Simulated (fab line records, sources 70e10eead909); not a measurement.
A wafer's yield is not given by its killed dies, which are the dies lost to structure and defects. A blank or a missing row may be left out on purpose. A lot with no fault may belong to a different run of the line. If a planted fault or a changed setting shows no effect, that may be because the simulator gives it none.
fab line records    flow nand-harc
record lots=12  wafers=36  last-day=33
route steps=1302 shown P_GATE@131
lots that met no fault: taken from a fault-free run of the same line
start-h: start of the lot's first displayed wafer, in hours after the record's first day    wait-h: hours elapsed since this lot's preceding step    " repeats the value in the row above    L1.1+2: a row that stands for several wafers    - no value present, or no start provided    * or withheld: withheld    < > ~ a bound
route shown NAME@n: names a module that has steps shown in the file, with the first one's number in the route    usual: mean/standard deviation of fault-free wafers    same: alike in all rows    chamber/n: place in a boat    sites: per-site readings    _std_site: their standard deviation    _edge_site: outer sites' mean less inner sites'    radius-mm: for every site, how far away it sits from the centre of the wafer    mask NAME#n: copy n    behind: tool/chamber where the wafer was last shaped    hold: what put the lot on hold/how long, in hours/how the hold closed    device: the n, p or np transistor that did not switch    end of line: the tests these same wafers got at the end of their route    for a step that has no rows: nothing shown but its recipe    killed: at the first sort, the dies lost to defects and structure; wafer yield is something else    map: shows each die of a wafer: x if killed, . if not, _ if none is there
set.NAME: the run value of the setting; set.NAME@STEP: its run value at that earlier step    model.NAME: the simulator's own value behind a step, which no gauge read
one table for each step of the route and one row for each wafer, over a sample of lots
services: when a tool's chamber went out of use (start-h, in hours from the record's first day, below 0 if earlier), for how many hours, and the reason
## steps
# step NHARC_P_GATE_HM_DEP_102
# recipe target-thk-a=1200  temp-c=400  material=aC
# usual throttle-valve-pct=35.000/0.0088
lot.wafer  tool        chamber  start-h  wait-h  throttle-valve-pct
L327.1     acl-dep-03  0        94.26    1.2     35.002
L327.2     "           0        "        "       35.003
L327.5     "           0        "        "       34.977
L331.2     acl-dep-02  0        146.09   3.3     34.994
L331.3     "           0        "        "       35.018
L331.5     "           0        "        "       35.003
L342.1     acl-dep-03  0        240.47   0.4     34.993
L342.2     "           0        "        "       34.985
L342.3     "           0        "        "       35.000
L341.2     acl-dep-02  0        240.58   0.5     34.997
L341.5     "           0        "        "       35.002
L341.6     "           0        "        "       35.004
L343.1     acl-dep-03  0        254.46   3.6     34.998
L343.4     "           0        "        "       34.998
L343.5     "           0        "        "       35.001
L344.2     acl-dep-03  0        261.50   0.5     34.990
L344.4     "           0        "        "       34.990
L344.5     "           0        "        "       35.006
L345.1     acl-dep-03  0        281.88   4.1     35.017
L345.5     "           0        "        "       34.999
L345.6     "           0        "        "       35.005
L346.1     acl-dep-03  0        282.51   4.8     34.990
L346.2     "           0        "        "       34.988
L346.5     "           0        "        "       35.001
L347.1     acl-dep-02  0        295.91   0.7     34.999
L347.2     "           0        "        "       34.991
L347.5     "           0        "        "       35.004
L348.1     acl-dep-01  0        308.77   2.9     35.009
L348.2     "           0        "        "       35.002
L348.5     "           0        "        "       34.996
L349.3     acl-dep-01  0        318.32   3.1     35.004
L349.5     "           0        "        "       35.007
L349.6     "           0        "        "       34.987
L350.1     acl-dep-01  0        326.16   0.4     35.006
L350.3     "           0        "        "       35.001
L350.6     "           0        "        "       34.996
# step NHARC_P_GATE_INSPECT_28
# usual raw-defect-count=6.0/2.7
lot.wafer  tool               chamber  start-h  wait-h  raw-defect-count
L327.1     defect-inspect-01  -        95.61    0.0     4
L327.2     "                  -        "        "       6
L327.5     "                  -        "        "       1
L331.2     defect-inspect-01  -        147.47   0.0     3
L331.3     "                  -        "        "       1
L331.5     "                  -        "        "       7
L342.1     defect-inspect-01  -        241.81   0.0     7
L342.2     "                  -        "        "       10
L342.3     "                  -        "        "       11
L341.2     defect-inspect-02  -        241.96   0.0     13
L341.5     "                  -        "        "       4
L341.6     "                  -        "        "       7
L343.1     defect-inspect-02  -        255.93   0.0     9
L343.4     "                  -        "        "       5
L343.5     "                  -        "        "       7
L344.2     defect-inspect-02  -        262.87   0.0     4
L344.4     "                  -        "        "       7
L344.5     "                  -        "        "       4
L345.1     defect-inspect-01  -        283.21   0.0     11
L345.5     "                  -        "        "       6
L345.6     "                  -        "        "       8
L346.1     defect-inspect-02  -        283.85   0.0     7
L346.2     "                  -        "        "       8
L346.5     "                  -        "        "       3
L347.1     defect-inspect-01  -        297.38   0.0     9
L347.2     "                  -        "        "       11
L347.5     "                  -        "        "       6
L348.1     defect-inspect-01  -        310.24   0.0     5
L348.2     "                  -        "        "       5
L348.5     "                  -        "        "       5
L349.3     defect-inspect-02  -        319.57   0.0     9
L349.5     "                  -        "        "       7
L349.6     "                  -        "        "       6
L350.1     defect-inspect-02  -        327.62   0.0     1
L350.3     "                  -        "        "       4
L350.6     "                  -        "        "       6
# step NHARC_P_GATE_ETCH_32
# recipe target-depth-a=1500  over-etch-frac=1  over-etch-ion-energy-ev=40  time-s=100.1  hbr-flow-sccm=150  cl2-flow-sccm=50  rf-w=400  icp-w=400  bias-w=100  chemistry=HBr/Cl2
# usual drypump-motor-current-A=5.9/0.39  oes-product-au=1.001/0.009  throttle-valve-pct=26.407/0.0081
# same over-etch-frac=1  time-s=100.1
lot.wafer  tool       chamber  start-h  wait-h  drypump-motor-current-A  oes-product-au  rf-hours-counter-h  throttle-valve-pct
L327.2     rie-si-06  2        96.13    -       6.1                      0.995           0.06                26.396
L327.1     "          1        "        "       5.4                      1.012           0.06                26.400
L327.5     "          2        "        "       6.1                      1.002           -                   26.405
L331.2     rie-si-02  0        148.05   -       6.0                      0.999           0.22                26.403
L331.3     "          3        "        "       6.2                      1.006           0.25                26.401
L331.5     "          0        "        "       6.0                      1.000           -                   26.413
L342.2     rie-si-02  0        242.34   -       5.9                      0.997           0.83                26.396
L342.3     "          1        "        "       5.9                      1.016           0.83                26.418
L342.1     "          2        "        "       5.3                      1.001           0.77                26.408
L341.2     rie-si-06  3        242.55   -       5.7                      0.992           0.94                26.409
L341.6     "          3        "        "       5.7                      0.993           -                   26.400
L341.5     "          0        "        "       5.4                      0.995           -                   26.409
L343.1     rie-si-02  1        256.45   -       6.0                      1.017           1.02                26.395
L343.4     "          0        "        "       6.0                      0.995           0.95                26.422
L343.5     "          1        "        "       5.9                      1.017           -                   26.405
L344.2     rie-si-03  3        263.39   -       6.4                      1.003           0.18                26.407
L344.4     "          2        "        "       6.0                      1.004           0.18                26.407
L344.5     "          0        "        "       5.4                      0.990           -                   26.409
L345.1     rie-si-06  0        283.78   -       5.4                      0.994           0.15                26.403
L345.6     "          1        "        "       5.4                      0.992           -                   26.406
L345.5     "          2        "        "       6.1                      1.012           -                   26.422
L346.2     rie-si-03  0        284.39   -       5.4                      0.983           0.34                26.401
L346.1     "          2        "        "       6.0                      0.981           0.30                26.415
L346.5     "          0        "        "       5.4                      0.991           -                   26.407
L347.2     rie-si-02  0        297.92   -       6.0                      0.990           0.06                26.409
L347.1     "          2        "        "       5.3                      0.985           0.07                26.419
L347.5     "          3        "        "       6.2                      0.993           -                   26.407
L348.2     rie-si-06  0        310.85   -       5.4                      1.009           0.27                26.418
L348.1     "          1        "        "       5.4                      0.996           0.32                26.391
L348.5     "          0        "        "       5.5                      1.009           -                   26.402
L349.3     rie-si-02  2        320.12   -       5.3                      0.999           0.19                26.417
L349.5     "          0        "        "       6.0                      1.007           -                   26.403
L349.6     "          1        "        "       5.9                      1.011           -                   26.408
L350.1     rie-si-06  3        328.21   -       5.7                      0.990           0.39                26.399
L350.3     "          1        "        "       5.5                      0.992           0.45                26.403
L350.6     "          3        "        "       5.7                      0.992           -                   26.395
# step NHARC_P_GATE_EXPOSE_56
# recipe na=0.6  target-cd-nm=720  dose-mj=14.81  mask-id=P_PSD
# usual exposure-dose-mJ-cm2=14.812/0.015
lot.wafer  tool            chamber  start-h  wait-h  mask        exposure-dose-mJ-cm2
L327.1     krf-scanner-01  0        109.05   -       P_PSD#0     14.795
L327.2     "               0        "        "       P_PSD#0     14.813
L327.5     "               0        "        "       P_PSD#0     14.803
L331.2     krf-scanner-01  0        161.10   -       P_PSD_R1#0  14.814
L331.3     "               0        "        "       P_PSD_R1#0  14.801
L331.5     "               0        "        "       P_PSD_R1#0  14.798
L342.1     krf-scanner-04  0        255.40   -       P_PSD#0     14.793
L342.2     "               0        "        "       P_PSD#0     14.799
L342.3     "               0        "        "       P_PSD#0     14.798
L341.2     krf-scanner-01  0        255.77   -       P_PSD#0     14.823
L341.5     "               0        "        "       P_PSD#0     14.827
L341.6     "               0        "        "       P_PSD#0     14.821
L343.1     krf-scanner-01  0        271.17   -       P_PSD#0     14.813
L343.4     "               0        "        "       P_PSD#0     14.834
L343.5     "               0        "        "       P_PSD#0     14.822
L344.2     krf-scanner-01  0        276.07   -       P_PSD#0     14.827
L344.4     "               0        "        "       P_PSD#0     14.810
L344.5     "               0        "        "       P_PSD#0     14.806
L345.1     krf-scanner-04  0        296.57   -       P_PSD#0     14.824
L345.5     "               0        "        "       P_PSD#0     14.831
L345.6     "               0        "        "       P_PSD#0     14.829
L346.1     krf-scanner-03  0        297.19   -       P_PSD#0     14.798
L346.2     "               0        "        "       P_PSD#0     14.808
L346.5     "               0        "        "       P_PSD#0     14.787
L347.1     krf-scanner-04  0        310.92   -       P_PSD#0     14.818
L347.2     "               0        "        "       P_PSD#0     14.846
L347.5     "               0        "        "       P_PSD#0     14.835
L348.1     krf-scanner-03  0        323.84   -       P_PSD#0     14.815
L348.2     "               0        "        "       P_PSD#0     14.813
L348.5     "               0        "        "       P_PSD#0     14.816
L349.3     krf-scanner-03  0        332.97   -       P_PSD#0     14.795
L349.5     "               0        "        "       P_PSD#0     14.787
L349.6     "               0        "        "       P_PSD#0     14.790
L350.1     krf-scanner-03  0        340.99   -       P_PSD#0     14.796
L350.3     "               0        "        "       P_PSD#0     14.784
L350.6     "               0        "        "       P_PSD#0     14.789
# step NHARC_P_GATE_CD_MEAS_59
# recipe target-cd-nm=720  landing-energy-ev=500
# usual cd-nm=719.8/1.3
# same landing-energy-ev=500
lot.wafer  tool       chamber  start-h  wait-h  cd-nm
L327.1     cd-sem-01  0        109.21   -       717.7
L327.2     "          0        "        "       719.2
L327.5     "          0        "        "       719.9
L331.2     cd-sem-01  0        161.26   -       695.9
L331.3     "          0        "        "       695.1
L331.5     "          0        "        "       693.2
L342.1     cd-sem-02  0        255.55   -       720.0
L342.2     "          0        "        "       718.5
L342.3     "          0        "        "       721.0
L341.2     cd-sem-03  0        255.92   -       720.1
L341.5     "          0        "        "       720.3
L341.6     "          0        "        "       718.3
L343.1     cd-sem-01  0        271.33   -       720.5
L343.4     "          0        "        "       720.8
L343.5     "          0        "        "       722.1
L344.2     cd-sem-02  0        276.22   -       720.7
L344.4     "          0        "        "       720.0
L344.5     "          0        "        "       721.6
L345.1     cd-sem-02  0        296.72   -       721.7
L345.5     "          0        "        "       720.9
L345.6     "          0        "        "       720.0
L346.1     cd-sem-03  0        297.35   -       719.8
L346.2     "          0        "        "       719.2
L346.5     "          0        "        "       718.2
L347.1     cd-sem-01  0        311.08   -       717.6
L347.2     "          0        "        "       720.4
L347.5     "          0        "        "       718.9
L348.1     cd-sem-01  0        323.99   -       719.0
L348.2     "          0        "        "       716.9
L348.5     "          0        "        "       722.3
L349.3     cd-sem-02  0        333.12   -       720.0
L349.5     "          0        "        "       720.8
L349.6     "          0        "        "       719.8
L350.1     cd-sem-02  0        341.15   -       721.4
L350.3     "          0        "        "       719.1
L350.6     "          0        "        "       722.2
## services
tool            chamber  start-h  hours  kind
rie-si-06       -        72.00    9.0    pm
krf-scanner-04  -        83.96    0.2    repair
krf-scanner-03  -        85.35    1.7    repair
rie-si-02       -        100.00   9.0    pm
rie-si-06       -        109.76   0.2    repair
krf-scanner-03  -        117.84   1.1    repair
acl-dep-03      -        119.73   13.0   pm
krf-scanner-01  -        138.59   7.1    repair
krf-scanner-04  -        138.87   0.2    repair
krf-scanner-01  -        155.11   0.4    repair
krf-scanner-03  -        183.08   0.5    repair
rie-si-02       2        188.59   7.6    repair
krf-scanner-01  -        200.52   2.0    repair
krf-scanner-03  -        220.72   1.7    repair
krf-scanner-03  -        224.00   4.0    pm
rie-si-02       0        246.56   7.3    repair
rie-si-06       -        249.00   9.0    pm
rie-si-02       1        276.78   1.9    repair
rie-si-02       -        277.00   9.0    pm
acl-dep-03      -        301.86   13.0   pm
rie-si-06       3        305.20   3.2    repair
krf-scanner-01  -        317.65   4.0    pm
krf-scanner-03  -        324.68   3.2    repair
rie-si-02       0        326.87   5.5    repair
## key
first-sign step=NHARC_P_GATE_EXPOSE_56  reading=mask  direction=changed
effect step=NHARC_P_GATE_CD_MEAS_59  reading=cd-nm  direction=down  sigmas=19  usual=719.8  struck=694.7
met-at NHARC_P_GATE_EXPOSE_56
struck-lots L331
tester-left-out L331
not-acting-at NHARC_P_GATE_HM_DEP_102,NHARC_P_GATE_INSPECT_28,NHARC_P_GATE_ETCH_32
onset-between 109.05 161.10
fault kind=wrong-mask  tool=any  chamber=-  onset-h=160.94  steps=NHARC_P_GATE_EXPOSE_56  aux-copy=P_PSD_R1#0  cd-offset-nm=-25.357  scope=struck-lots-only
# tester-left-out: of these lots the tester's yield and bins aren't shown, on N5 and GAA mostly nor the transistor test; their killed dies are dies lost to structure and defects alone, not to doping, threshold or leakage, so they don't give the yield
